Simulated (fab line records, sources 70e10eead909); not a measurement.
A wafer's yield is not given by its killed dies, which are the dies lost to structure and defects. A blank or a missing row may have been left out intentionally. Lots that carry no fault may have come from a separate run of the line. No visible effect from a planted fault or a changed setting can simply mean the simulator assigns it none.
What tool caused it?	flow nand-harc	11 lots with 33 wafers sampled at 4 steps, on a route of 1302 steps

## WHAT EACH GAUGE READ, for each wafer
NHARC_A_CHANNEL_HOLE_D1_INSPECT_40.
lot	measured	on	raw-defect-count
L569	day 8 23:43	defect-inspect-02	106 76 97
L570	day 9 17:40	defect-inspect-02	127 127 115
L572	day 10 11:43	defect-inspect-02	76 42 48
L575	day 11 19:47	defect-inspect-02	1158 116 1151
L577	day 12 08:44	defect-inspect-02	97 129 1105
L581	day 15 03:02	defect-inspect-01	98 101 99
L583	day 15 08:08	defect-inspect-01	96 81 103
L586	day 16 13:45	defect-inspect-01	96 97 109
L587	day 16 22:52	defect-inspect-02	57 50 67
L589	day 17 23:02	defect-inspect-02	49 42 37
L591	day 18 05:07	defect-inspect-01	50 61 64

## TOOL THAT RAN EACH LOT (tool first, then ch and the chambers of the sampled wafers, then the start)
lot	NHARC_A_CHANNEL_HOLE_D1_ETCH_19	NHARC_A_CHANNEL_HOLE_D1_ETCH_33	NHARC_A_CHANNEL_HOLE_D1_XSEM_31
L569	har-etch-02 ch 0, day 8 17:50	har-etch-02 ch 0, day 8 21:50	xsem-01 ch 0, day 8 23:37
L570	har-etch-02 ch 0,1, day 9 11:58	har-etch-02 ch 0,1, day 9 15:56	xsem-02 ch 0, day 9 17:34
L572	har-etch-01 ch 0, day 10 06:02	har-etch-01 ch 0, day 10 10:01	xsem-01 ch 0, day 10 11:37
L575	har-etch-02 ch 0,1, day 11 14:07	har-etch-02 ch 0,1, day 11 18:04	xsem-01 ch 0, day 11 19:41
L577	har-etch-02 ch 0,1, day 12 03:05	har-etch-02 ch 0,1, day 12 07:05	xsem-02 ch 0, day 12 08:38
L581	har-etch-02 ch 0,1, day 14 21:19	har-etch-02 ch 0,1, day 15 01:17	xsem-02 ch 0, day 15 02:56
L583	har-etch-02 ch 0,1, day 15 02:26	har-etch-02 ch 0,1, day 15 06:26	xsem-02 ch 0, day 15 08:02
L586	har-etch-02 ch 0,1, day 16 07:57	har-etch-02 ch 0,1, day 16 11:57	xsem-02 ch 0, day 16 13:39
L587	har-etch-01 ch 0,1, day 16 17:11	har-etch-01 ch 0,1, day 16 21:11	xsem-02 ch 0, day 16 22:46
L589	har-etch-02 ch 0,1, day 17 17:22	har-etch-02 ch 0,1, day 17 21:22	xsem-02 ch 0, day 17 22:57
L591	har-etch-01 ch 0, day 17 23:13	har-etch-01 ch 0, day 18 03:13	xsem-02 ch 0, day 18 05:02
- NHARC_A_CHANNEL_HOLE_D1_ETCH_19: etches the open film in C4F8/O2/Ar, time 34.5 s.
- NHARC_A_CHANNEL_HOLE_D1_ETCH_33: etches the open film in C4F8/O2/Ar, time 90 s, target depth 400 nm.
- NHARC_A_CHANNEL_HOLE_D1_XSEM_31

## THE ANSWER, worked out from the rows above alone
Rule: the lots themselves supply what counts as usual. Put in order of their means at a reading, lots are off if they are a third of the lots or fewer, leave a main group of 4 or more, and stand apart from it by a gap of 3 or more times the standard deviation of the main group's means; of several such gaps the widest counts. The tables above print the reading to a certain number of digits; a main group whose means all agree to those digits is not used. Also off: a lot with no number at a reading for which 4 or more lots have one. Where the step has rows for the other lots, those lots are counted as sound.
Off: L575, L577 (NHARC_A_CHANNEL_HOLE_D1_INSPECT_40, raw-defect-count). The main group has a mean of 80 with a standard deviation of 26.
A tool fits if, at a process step before that reading, it ran every lot that is off, and no sound lot after the first of them. Gauges at NHARC_A_CHANNEL_HOLE_D1_INSPECT_40: tried the same way as those tools. No candidate that was tried fits.

## WHAT THE SIMULATOR PUT IN
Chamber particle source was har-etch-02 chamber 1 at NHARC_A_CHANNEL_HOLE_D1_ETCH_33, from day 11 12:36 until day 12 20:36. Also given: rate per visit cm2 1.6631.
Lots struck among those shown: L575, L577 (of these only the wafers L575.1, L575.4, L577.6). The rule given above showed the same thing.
